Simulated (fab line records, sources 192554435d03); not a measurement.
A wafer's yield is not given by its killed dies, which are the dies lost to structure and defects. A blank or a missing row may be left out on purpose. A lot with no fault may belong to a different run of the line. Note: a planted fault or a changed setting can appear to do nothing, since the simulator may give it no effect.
Chamber matching ; flow n5_finfet ; N5_BEOL_M7_DESCUM_16 on rie_diel-05 has 4 sister chambers
The step chemistry O2, time 7.9 s. 8 wafers are shown with their chamber, then 10 later ones without.

== EACH WAFER AND ITS CHAMBER ==
wafer;chamber;showerhead_plenum_p_Torr (Torr);throttle_valve_pct (%)
L080.2;2;2.01;20.74
L082.6;2;2.01;20.74
L085.4;0;2.14;20.74
L090.5;0;2.14;20.74
L088.4;3;1.99;20.40
L088.5;1;2.09;20.47
L091.1;1;2.09;20.49
L091.2;3;1.98;20.40

== WAFERS MISSING THEIR CHAMBER ==
wafer;showerhead_plenum_p_Torr (Torr);throttle_valve_pct (%)
L091.4;2.00;20.78
L076.2;1.98;20.40
L076.3;2.00;20.77
L076.5;2.14;20.75
L094.4;1.98;20.41
L094.5;2.14;20.77
L094.6;1.98;20.42
L095.1;2.00;20.79
L095.3;2.08;20.50
L095.6;1.98;20.40

== THE CHAMBER EACH PASSED THROUGH ==
wafer;from the rows above;in truth
L091.4;2;2
L076.2;3;3
L076.3;2;2
L076.5;0;0
L094.4;3;3
L094.5;0;0
L094.6;3;3
L095.1;2;2
L095.3;1;1
L095.6;3;3
10 of 10 placed correctly. From these rows, 0 cannot be placed. Placed wrongly: 0.
How it was worked out, from the rows above alone: a wafer's distance from a chamber is the root of the sum, over the readings, of the square of ((its reading less the chamber's mean) divided by the reading's scatter). If the next closest chamber is less than 2 further off than the closest, the wafer can't be placed; otherwise it belongs to the closest. Each chamber's mean is taken over the wafers shown for it. The scatter is the square root of a quotient: the sum, over the shown wafers, of each reading's squared deviation from its chamber's mean, divided by wafers minus chambers.
